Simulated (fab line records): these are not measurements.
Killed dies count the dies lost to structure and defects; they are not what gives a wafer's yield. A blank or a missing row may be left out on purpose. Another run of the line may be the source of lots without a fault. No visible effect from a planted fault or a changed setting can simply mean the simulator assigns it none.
Which tool was responsible? | flow n5_finfet | 72 wafers from 24 lots sampled at 6 of the route's 1938 steps

## WHAT THE GAUGES SHOWED, per wafer
N5_BEOL_M12_THK_MEAS_50: measures by xrf. Usual: M12_THK 320 nm, standard deviation 4.8.
lot  | measured     | on            | M12_THK (nm) | flag
L074 | day 10 16:00 | film_metro-02 | 315 319 330  |
L075 | day 10 22:43 | film_metro-02 | 315 328 324  |
L076 | day 11 06:42 | film_metro-02 | 320 333 323  |
L078 | day 11 18:09 | film_metro-01 | 325 322 312  |
L077 | day 11 21:50 | film_metro-01 | 317 314 320  |
L080 | day 12 06:27 | film_metro-02 | 322 320 323  |
L079 | day 12 12:00 | film_metro-01 | 312 321 319  |
L081 | day 12 15:53 | film_metro-01 | 322 325 322  |
L082 | day 13 07:34 | film_metro-01 | 318 310 315  |
L083 | day 13 07:50 | film_metro-02 | 316 318 314  |
L084 | day 13 21:46 | film_metro-02 | 331 332 318  |
L086 | day 13 22:05 | film_metro-01 | 315 324 324  |
L087 | day 13 23:15 | film_metro-01 | 328 319 320  |
L085 | day 14 03:15 | film_metro-01 | 323 326 321  |
L088 | day 14 12:21 | film_metro-02 | 324 326 323  |
L090 | day 15 03:05 | film_metro-02 | 320 321 328  |
L089 | day 15 03:32 | film_metro-02 | 317 314 321  |
L091 | day 15 03:49 | film_metro-01 | 319 318 316  |
L092 | day 15 16:13 | film_metro-01 | 314 318 306  |
L093 | day 16 10:34 | film_metro-01 | 316 316 317  |
L095 | day 16 11:51 | film_metro-01 | 312 320 315  |
L094 | day 16 15:17 | film_metro-02 | 322 322 320  |
L097 | day 16 15:37 | film_metro-02 | 323 333 332  |
L096 | day 17 01:49 | film_metro-02 | 314 321 325  |

N5_BEOL_M13_INSPECT_55: inspects for defects (darkfield). Usual: raw_defect_count at 73, with a standard deviation of 22.
lot  | measured     | on                | raw_defect_count | flag
L074 | day 10 21:35 | defect_inspect-02 | 52 91 58         |
L075 | day 11 07:01 | defect_inspect-02 | 89 51 71         |
L076 | day 11 13:23 | defect_inspect-02 | 62 72 71         |
L078 | day 11 22:45 | defect_inspect-01 | 47 48 37         |
L077 | day 12 01:50 | defect_inspect-01 | 79 86 58         |
L080 | day 12 12:48 | defect_inspect-01 | 74 52 76         |
L079 | day 12 19:48 | defect_inspect-01 | 76 88 50         |
L081 | day 12 20:25 | defect_inspect-02 | 56 84 46         |
L082 | day 13 16:31 | defect_inspect-02 | 57 90 66         |
L083 | day 13 14:14 | defect_inspect-01 | 88 75 81         |
L084 | day 14 05:19 | defect_inspect-01 | 91 60 52         |
L086 | day 14 06:37 | defect_inspect-02 | 73 66 69         |
L087 | day 14 11:55 | defect_inspect-02 | 51 80 96         |
L085 | day 14 12:22 | defect_inspect-02 | 65 49 69         |
L088 | day 14 20:41 | defect_inspect-02 | 89 75 173        |
L090 | day 15 09:31 | defect_inspect-02 | 116 60 110       |
L089 | day 15 09:55 | defect_inspect-02 | 65 60 74         |
L091 | day 15 10:21 | defect_inspect-02 | 54 92 60         |
L092 | day 15 21:06 | defect_inspect-01 | 52 70 84         |
L093 | day 16 16:35 | defect_inspect-02 | 71 55 63         |
L095 | day 16 16:59 | defect_inspect-01 | 68 64 62         |
L094 | day 16 20:38 | defect_inspect-01 | 38 57 56         |
L097 | day 16 21:01 | defect_inspect-02 | 82 80 112        |
L096 | day 17 06:46 | defect_inspect-02 | 125 68 61        |

## WHAT TOOL EACH LOT RAN ON (gives the tool, then ch and the chambers of the sampled wafers, and finally the start)
lot  | N5_BEOL_M12_ETCH_38                | N5_BEOL_M12_PRE_CLEAN_42     | N5_BEOL_M12_SPUTTER_43       | N5_BEOL_M13_TRENCH_ETCH_34
L074 | rie_diel-03 ch 0,2,3, day 10 13:48 | pvd_sputter-03, day 10 14:13 | pvd_sputter-03, day 10 14:16 | rie_diel-01 ch 1,2,3, day 10 18:05
L075 | rie_diel-04 ch 2,3, day 10 20:49   | pvd_sputter-01, day 10 21:28 | pvd_sputter-01, day 10 21:31 | rie_diel-05 ch 0,1, day 11 00:47
L076 | rie_diel-04 ch 0,1,3, day 11 05:12 | pvd_sputter-01, day 11 05:39 | pvd_sputter-01, day 11 05:41 | rie_diel-05 ch 1,2,3, day 11 08:54
L078 | rie_diel-03 ch 0,2,3, day 11 16:43 | pvd_sputter-02, day 11 17:06 | pvd_sputter-02, day 11 17:08 | rie_diel-02 ch 0,3, day 11 20:33
L077 | rie_diel-04 ch 0,1,3, day 11 20:03 | pvd_sputter-01, day 11 20:40 | pvd_sputter-01, day 11 20:43 | rie_diel-02 ch 0,1,3, day 12 00:05
L080 | rie_diel-06 ch 0,1, day 12 04:57   | pvd_sputter-03, day 12 05:24 | pvd_sputter-03, day 12 05:26 | rie_diel-05 ch 1,2,3, day 12 08:50
L079 | rie_diel-06 ch 0,3, day 12 08:56   | pvd_sputter-01, day 12 10:57 | pvd_sputter-01, day 12 10:59 | rie_diel-02 ch 2,3, day 12 14:05
L081 | rie_diel-06 ch 0,3, day 12 14:17   | pvd_sputter-02, day 12 14:50 | pvd_sputter-02, day 12 14:52 | rie_diel-02 ch 1,2,3, day 12 18:21
L082 | rie_diel-04 ch 2,3, day 13 05:49   | pvd_sputter-01, day 13 06:16 | pvd_sputter-01, day 13 06:19 | rie_diel-01 ch 1,2,3, day 13 09:38
L083 | rie_diel-06 ch 0,1,3, day 13 06:05 | pvd_sputter-01, day 13 06:38 | pvd_sputter-01, day 13 06:40 | rie_diel-02 ch 0,1, day 13 10:11
L084 | rie_diel-03 ch 0,1, day 13 19:40   | pvd_sputter-03, day 13 20:34 | pvd_sputter-03, day 13 20:36 | rie_diel-01 ch 0,1,2, day 13 23:58
L086 | rie_diel-06 ch 0,1,3, day 13 20:30 | pvd_sputter-03, day 13 21:01 | pvd_sputter-03, day 13 21:04 | rie_diel-01 ch 1,2,3, day 14 00:31
L087 | rie_diel-03 ch 0,2,3, day 13 21:02 | pvd_sputter-03, day 13 21:56 | pvd_sputter-03, day 13 21:59 | rie_diel-05 ch 0,1,3, day 14 02:08
L085 | rie_diel-04 ch 0,2,3, day 14 01:37 | pvd_sputter-02, day 14 02:11 | pvd_sputter-02, day 14 02:14 | rie_diel-02 ch 0,1,3, day 14 05:20
L088 | rie_diel-06 ch 0,2,3, day 14 10:44 | pvd_sputter-01, day 14 11:10 | pvd_sputter-01, day 14 11:13 | rie_diel-05 ch 1,3, day 14 14:50
L090 | rie_diel-04 ch 1,2,3, day 15 00:50 | pvd_sputter-02, day 15 01:16 | pvd_sputter-02, day 15 01:19 | rie_diel-02 ch 1,2,3, day 15 05:22
L089 | rie_diel-04 ch 0,1,2, day 15 01:22 | pvd_sputter-03, day 15 01:38 | pvd_sputter-03, day 15 01:40 | rie_diel-02 ch 1,2, day 15 06:07
L091 | rie_diel-04 ch 1,3, day 15 01:28   | pvd_sputter-03, day 15 02:31 | pvd_sputter-03, day 15 02:33 | rie_diel-01 ch 1,3, day 15 06:23
L092 | rie_diel-06 ch 1,3, day 15 14:18   | pvd_sputter-03, day 15 15:09 | pvd_sputter-03, day 15 15:11 | rie_diel-01 ch 0,2,3, day 15 18:36
L093 | rie_diel-03 ch 0,1,3, day 16 09:17 | pvd_sputter-03, day 16 09:31 | pvd_sputter-03, day 16 09:33 | rie_diel-02 ch 0,2, day 16 13:01
L095 | rie_diel-03 ch 0,2, day 16 10:07   | pvd_sputter-03, day 16 10:26 | pvd_sputter-03, day 16 10:28 | rie_diel-02 ch 0,2,3, day 16 14:06
L094 | rie_diel-04 ch 0,2,3, day 16 14:00 | pvd_sputter-01, day 16 14:14 | pvd_sputter-01, day 16 14:16 | rie_diel-05 ch 1,3, day 16 17:38
L097 | rie_diel-06 ch 1,3, day 16 14:19   | pvd_sputter-01, day 16 14:34 | pvd_sputter-01, day 16 14:36 | rie_diel-01 ch 0,2, day 16 18:03
L096 | rie_diel-06 ch 1,3, day 16 22:17   | pvd_sputter-01, day 16 22:41 | pvd_sputter-01, day 16 22:44 | rie_diel-01 ch 0,1, day 17 03:54
- N5_BEOL_M12_ETCH_38: etches SiCN in CF4/N2, target depth 68.7 nm, time 73.4 s.
- N5_BEOL_M12_PRE_CLEAN_42: time 30 s.
- N5_BEOL_M12_SPUTTER_43: material TaN, target thk 15 nm, time 24.19 s.
- N5_BEOL_M13_TRENCH_ETCH_34: etches SiOC in C4F8/O2/Ar, target depth 413.47 nm, time 162.6 s.

## AS READ BY THE TOOLS THEMSELVES (means over the sampled wafers that have a number; for cases with no such wafer, the mark the record gives instead)
N5_BEOL_M12_ETCH_38. Usual: drypump_motor_current_A 5.7 A, standard deviation 0.64; oes_product_au 0.82 a.u., standard deviation 0.062; rf_vpp_V 381.5 V, standard deviation 2; showerhead_plenum_p_Torr 2.18 Torr, standard deviation 0.08; throttle_valve_pct 15.44 %, standard deviation 0.17.
lot  | tool        | drypump_motor_current_A (A) | oes_product_au (a.u.) | rf_vpp_V (V) | showerhead_plenum_p_Torr (Torr) | throttle_valve_pct (%) | flag
L074 | rie_diel-03 | 5.4                         | 0.86                  | 383.0        | 2.24                            | 15.25                  |
L075 | rie_diel-04 | 5.7                         | 0.78                  | 381.3        | 2.16                            | 15.67                  |
L076 | rie_diel-04 | 5.7                         | 0.79                  | 380.5        | 2.14                            | 15.46                  |
L078 | rie_diel-03 | 5.4                         | 0.85                  | 381.7        | 2.24                            | 15.27                  |
L077 | rie_diel-04 | 5.7                         | 0.80                  | 380.6        | 2.14                            | 15.48                  |
L080 | rie_diel-06 | 4.9                         | 0.79                  | 379.6        | 2.14                            | 15.49                  |
L079 | rie_diel-06 | 5.7                         | 0.83                  | 381.6        | 2.15                            | 15.44                  |
L081 | rie_diel-06 | 6.2                         | 0.85                  | 380.6        | 2.15                            | 15.43                  |
L082 | rie_diel-04 | 5.7                         | 0.86                  | 381.4        | 2.15                            | 15.53                  |
L083 | rie_diel-06 | 5.5                         | 0.81                  | 380.6        | 2.14                            | 15.48                  |
L084 | rie_diel-03 | 6.1                         | 0.89                  | 384.8        | 2.31                            | 15.43                  |
L086 | rie_diel-06 | 5.6                         | 0.80                  | 380.6        | 2.14                            | 15.49                  |
L087 | rie_diel-03 | 5.4                         | 0.83                  | 382.1        | 2.23                            | 15.32                  |
L085 | rie_diel-04 | 5.7                         | 0.80                  | 380.6        | 2.14                            | 15.51                  |
L088 | rie_diel-06 | 5.8                         | 0.84                  | 381.7        | 2.21                            | 15.41                  |
L090 | rie_diel-04 | 5.8                         | 0.83                  | 381.4        | 2.15                            | 15.44                  |
L089 | rie_diel-04 | 5.8                         | 0.80                  | 380.6        | 2.14                            | 15.40                  |
L091 | rie_diel-04 | 5.8                         | 0.80                  | 380.4        | 2.14                            | 15.58                  |
L092 | rie_diel-06 | 6.1                         | 0.81                  | 380.8        | 2.13                            | 15.49                  |
L093 | rie_diel-03 | 6.0                         | 0.83                  | 383.3        | 2.30                            | 15.43                  |
L095 | rie_diel-03 | 5.0                         | 0.80                  | 381.2        | 2.20                            | 15.49                  |
L094 | rie_diel-04 | 5.7                         | 0.78                  | 379.5        | 2.13                            | 15.54                  |
L097 | rie_diel-06 | 6.1                         | 0.81                  | 381.1        | 2.13                            | 15.50                  |
L096 | rie_diel-06 | 5.5                         | 0.77                  | 381.7        | 2.12                            | 15.55                  |

N5_BEOL_M12_PRE_CLEAN_42. Usual: heater_power_w at 336 W, with a standard deviation of 43.
lot  | tool           | heater_power_w (W) | flag
L074 | pvd_sputter-03 | 347                |
L075 | pvd_sputter-01 | 297                |
L076 | pvd_sputter-01 | 335                |
L078 | pvd_sputter-02 | 345                |
L077 | pvd_sputter-01 | 336                |
L080 | pvd_sputter-03 | 346                |
L079 | pvd_sputter-01 | 295                |
L081 | pvd_sputter-02 | 304                |
L082 | pvd_sputter-01 | 330                |
L083 | pvd_sputter-01 | 309                |
L084 | pvd_sputter-03 | 331                |
L086 | pvd_sputter-03 | 330                |
L087 | pvd_sputter-03 | 333                |
L085 | pvd_sputter-02 | 339                |
L088 | pvd_sputter-01 | 347                |
L090 | pvd_sputter-02 | 342                |
L089 | pvd_sputter-03 | 317                |
L091 | pvd_sputter-03 | 343                |
L092 | pvd_sputter-03 | 349                |
L093 | pvd_sputter-03 | 358                |
L095 | pvd_sputter-03 | 348                |
L094 | pvd_sputter-01 | 337                |
L097 | pvd_sputter-01 | 364                |
L096 | pvd_sputter-01 | 348                |

N5_BEOL_M12_SPUTTER_43. Usual: cathode_dc_power_W 15000 W, standard deviation 2.8; throttle_valve_pct 30.2 %, standard deviation 0.64.
lot  | tool           | cathode_dc_power_W (W) | throttle_valve_pct (%) | flag
L074 | pvd_sputter-03 | 14996                  | 30.1                   |
L075 | pvd_sputter-01 | 15001                  | 29.9                   |
L076 | pvd_sputter-01 | 15000                  | 29.9                   |
L078 | pvd_sputter-02 | 15001                  | 30.0                   |
L077 | pvd_sputter-01 | 15002                  | 30.1                   |
L080 | pvd_sputter-03 | 14999                  | 30.2                   |
L079 | pvd_sputter-01 | 15001                  | 30.0                   |
L081 | pvd_sputter-02 | 15001                  | 30.5                   |
L082 | pvd_sputter-01 | 14998                  | 29.8                   |
L083 | pvd_sputter-01 | 14999                  | 30.0                   |
L084 | pvd_sputter-03 | 15001                  | 30.5                   |
L086 | pvd_sputter-03 | 14997                  | 30.5                   |
L087 | pvd_sputter-03 | 15002                  | 30.4                   |
L085 | pvd_sputter-02 | 15001                  | 30.6                   |
L088 | pvd_sputter-01 | 15003                  | 30.1                   |
L090 | pvd_sputter-02 | 15001                  | 30.5                   |
L089 | pvd_sputter-03 | 15000                  | 30.5                   |
L091 | pvd_sputter-03 | 15002                  | 30.4                   |
L092 | pvd_sputter-03 | 15002                  | 30.0                   |
L093 | pvd_sputter-03 | 15000                  | 30.1                   |
L095 | pvd_sputter-03 | 14997                  | 30.1                   |
L094 | pvd_sputter-01 | 15004                  | 29.9                   |
L097 | pvd_sputter-01 | 15002                  | 30.2                   |
L096 | pvd_sputter-01 | 14999                  | 30.1                   |

N5_BEOL_M13_TRENCH_ETCH_34. Usual: drypump_motor_current_A 5.8 A, standard deviation 0.42; he_inner_torr 15.00 Torr, standard deviation 0.03; oes_product_au 0.74 a.u., standard deviation 0.077; rf_vpp_V 665 V, standard deviation 3.3; showerhead_plenum_p_Torr 3.41 Torr, standard deviation 0.12; throttle_valve_pct 24.25 %, standard deviation 0.2.
lot  | tool        | drypump_motor_current_A (A) | he_inner_torr (Torr) | oes_product_au (a.u.) | rf_vpp_V (V) | showerhead_plenum_p_Torr (Torr) | throttle_valve_pct (%) | flag
L074 | rie_diel-01 | 5.8                         | 15.00                | 0.76                  | 665          | 3.41                            | 24.22                  |
L075 | rie_diel-05 | 5.8                         | 14.99                | 0.75                  | 665          | 3.38                            | 24.59                  |
L076 | rie_diel-05 | 5.6                         | 15.02                | 0.70                  | 665          | 3.44                            | 24.45                  |
L078 | rie_diel-02 | 5.8                         | 14.99                | 0.69                  | 662          | 3.30                            | 24.18                  |
L077 | rie_diel-02 | 5.9                         | 14.97                | 0.70                  | 665          | 3.39                            | 24.19                  |
L080 | rie_diel-05 | 5.6                         | 15.02                | 0.70                  | 666          | 3.44                            | 24.44                  |
L079 | rie_diel-02 | 5.6                         | 14.97                | 0.69                  | 661          | 3.29                            | 24.16                  |
L081 | rie_diel-02 | 5.7                         | 14.97                | 0.70                  | 664          | 3.38                            | 24.18                  |
L082 | rie_diel-01 | 5.8                         | 15.01                | 0.75                  | 666          | 3.40                            | 24.25                  |
L083 | rie_diel-02 | 6.0                         | 15.01                | 0.70                  | 667          | 3.48                            | 24.22                  |
L084 | rie_diel-01 | 6.2                         | 15.01                | 0.76                  | 665          | 3.40                            | 24.29                  |
L086 | rie_diel-01 | 5.8                         | 14.97                | 0.74                  | 666          | 3.40                            | 24.25                  |
L087 | rie_diel-05 | 5.7                         | 15.02                | 0.82                  | 666          | 3.45                            | 24.37                  |
L085 | rie_diel-02 | 6.0                         | 15.02                | 0.69                  | 665          | 3.38                            | 24.21                  |
L088 | rie_diel-05 | 5.6                         | 15.01                | 0.86                  | 665          | 3.42                            | 24.25                  |
L090 | rie_diel-02 | 5.7                         | 14.99                | 0.68                  | 665          | 3.37                            | 24.21                  |
L089 | rie_diel-02 | 5.3                         | 14.98                | 0.70                  | 666          | 3.41                            | 24.15                  |
L091 | rie_diel-01 | 5.5                         | 15.00                | 0.74                  | 662          | 3.31                            | 24.21                  |
L092 | rie_diel-01 | 5.7                         | 15.02                | 0.70                  | 664          | 3.34                            | 24.40                  |
L093 | rie_diel-02 | 5.2                         | 15.01                | 0.69                  | 664          | 3.37                            | 24.09                  |
L095 | rie_diel-02 | 5.5                         | 15.02                | 0.79                  | 667          | 3.46                            | 24.07                  |
L094 | rie_diel-05 | 5.7                         | 15.01                | 0.82                  | 665          | 3.42                            | 24.26                  |
L097 | rie_diel-01 | 6.0                         | 14.99                | 0.69                  | 666          | 3.42                            | 24.46                  |
L096 | rie_diel-01 | 6.4                         | 15.02                | 0.79                  | 664          | 3.36                            | 24.17                  |

## THE ANSWER, worked out from the rows above alone
Rule: a lot is off if the mean of its wafers that have a number lies more than 3 standard deviations from the usual mean. A lot without any number at a reading at which 4 lots or more have one is off too. The other lots that the step has rows for count as sound. After the gauges, taken in route order, come the tools' own readings; for these a lot's mean is taken, as printed above. The first step at which some lot is off is used, and at that step the reading that is off furthest; a lot without a number counts as furthest.
Nothing can be told from this: no lot is off at any reading shown.

## WHAT THE SIMULATOR HAD INSERTED
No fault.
